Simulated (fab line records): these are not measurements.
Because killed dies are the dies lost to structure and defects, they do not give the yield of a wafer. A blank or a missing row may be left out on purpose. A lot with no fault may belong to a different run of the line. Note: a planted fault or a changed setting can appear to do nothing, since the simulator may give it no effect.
Struck lot and sound lot, side by side / flow n5Finfet / 16 steps out of a route of 1938
Sound: these wafers, L520.1, L520.3, L520.5. Struck: wafers L507.1, L507.3, L507.6. The cause is named last.
For every step that has rows: the tool of each side, followed by ch and its chambers, followed by its first start. Under that, the readings that differ: sound wafers / struck wafers / difference of the means / sigmas: that difference in standard deviations of wafers without a fault.
alike: words and numbers the same on both sides, and readings whose means are apart by under 2 such deviations; not compared: readings that were withheld, readings missing a value for some wafer, numbers with overlapping values and no deviation given by the record, and bounds like >300 which may hide the same value.
Wherever a step has rows on one side only, a row that says differs or no value, or a row with sigmas, the two part there. Numbers that don't overlap but have no deviation are shown without sigmas and don't part them. A reading missing from all wafers of one side parts the sides only when that side holds two or more wafers.

first, 2 steps without rows for these wafers: N5_DUMMY_GATE_PEB_13 (peb time 60 s); N5_DUMMY_GATE_DEVELOP_14 (develop time 30 s).
N5_DUMMY_GATE_CD_MEAS_15: target cd 25.8 nm.
  sound on cdSem-01 ch 0, day 8 09:14; struck on cdSem-03 ch 0, day 4 23:00
  alike: cdNm
N5_DUMMY_GATE_OVL_MEAS_16:
  sound on overlay-01 ch 0, day 8 09:16; struck on overlay-02 ch 0, day 4 23:03
  alike: GATE_OVL
N5_DUMMY_GATE_INSPECT_17: inspects for defects (brightfield).
  sound: defectInspect-01 at day 8 09:20; struck: defectInspect-02 at day 4 23:07
  alike: rawDefectCount
N5_DUMMY_GATE_DESCUM_20: chemistry O2, time 6.2 s.
  sound on rieDiel-01 ch 1,2,3, day 8 09:22; struck on rieDiel-05 ch 0,2, day 4 23:08
  alike: drypumpMotorCurrentA, oesProductAu, rfVppV, showerheadPlenumPTorr, throttleValvePct
  not compared: rfHoursCounterH
N5_DUMMY_GATE_ETCH_29: etches underlayer in N2/H2, target depth 13 nm.
  sound on rieDiel-01 ch 1,2,3, day 8 09:26; struck on rieDiel-05 ch 0,2, day 4 23:12
  alike: drypumpMotorCurrentA, n2FlowSccm, oesProductAu, rfVppV, showerheadPlenumPTorr, throttleValvePct
  not compared: rfHoursCounterH
N5_DUMMY_GATE_ETCH_36: etches SiARC in CF4, target depth 13 nm.
  sound on rieDiel-01 ch 1,2,3, day 8 09:28; struck on rieDiel-05 ch 0,2, day 4 23:14
  alike: drypumpMotorCurrentA, oesProductAu, rfVppV, showerheadPlenumPTorr, throttleValvePct
  not compared: rfHoursCounterH
N5_DUMMY_GATE_ETCH_37: etches SOC in N2/H2, target depth 60 nm, overetch 30 nm.
  sound on rieDiel-01 ch 1,2,3, day 8 09:31; struck on rieDiel-05 ch 0,2, day 4 23:17
  alike: drypumpMotorCurrentA, n2FlowSccm, oesProductAu, rfVppV, showerheadPlenumPTorr, throttleValvePct
  not compared: rfHoursCounterH
then, 2 steps without rows for these wafers: N5_DUMMY_GATE_STRIP_38 (strips in N2/H2); N5_DUMMY_GATE_STRIP_39 (strips in N2/H2).
N5_DUMMY_GATE_TRIM_49: chemistry O2, time 29 s, target cd 14 nm.
  sound on rieSi-03 ch 1,2, day 8 09:35; struck on rieSi-04 ch 0,1,2, day 4 23:22
  alike: drypumpMotorCurrentA, oesProductAu, throttleValvePct
  not compared: rfHoursCounterH
N5_DUMMY_GATE_STRIP_40: strips in CF4.
  sound on rieDiel-02 ch 0,3, day 8 09:41; struck on rieDiel-02 ch 2,3, day 4 23:28
  no value came back on the struck wafers for any of 7 readings (biasPowerW (W), cf4FlowSccm (sccm) and others); on the sound wafers biasPowerW (W) reads 74.97 75.30 75.30
reading=model.SiARC_of_DUMMY_GATE_COAT_35.thkNm (nm); sound=0 0 0; struck=4.8 4.8 4.8; difference=+4.8; sigmas=
  not compared: rfHoursCounterH
N5_DUMMY_GATE_CD_MEAS_50: target cd 14 nm.
  sound: cdSem-02 at day 8 09:44; struck: cdSem-03 at day 4 23:31
  alike: cdNm
-- here the record skips 5 days between the struck wafers' starts before and after, leaving off in module DUMMY_GATE and picking up in module BEOL_M4 (first step shown: number 1111 of the route) --
N5_BEOL_M4_RC_MEAS_101:
  sound on prober-02 ch 0, day 13 15:05; struck on prober-02 ch 0, day 9 20:17
  alike: DIBL_N, DIBL_P, IOFF_N, IOFF_P, ION_N, ION_P, SS_N, SS_P, VT_N, VT_P
-- here the record skips 4 days between the struck wafers' starts before and after, leaving off in module BEOL_M4 and picking up in module PASSIVATION (first step shown: number 1936 of the route) --
N5_PASSIVATION_PROBE_49:
  only the struck wafers here have rows in the record (prober-02, day 13 23:19); the sound ones have none

== WHERE THEY PART ==
Last at N5_PASSIVATION_PROBE_49 as far as this record goes, first at N5_DUMMY_GATE_STRIP_40.

WHY: the cause the simulator had injected
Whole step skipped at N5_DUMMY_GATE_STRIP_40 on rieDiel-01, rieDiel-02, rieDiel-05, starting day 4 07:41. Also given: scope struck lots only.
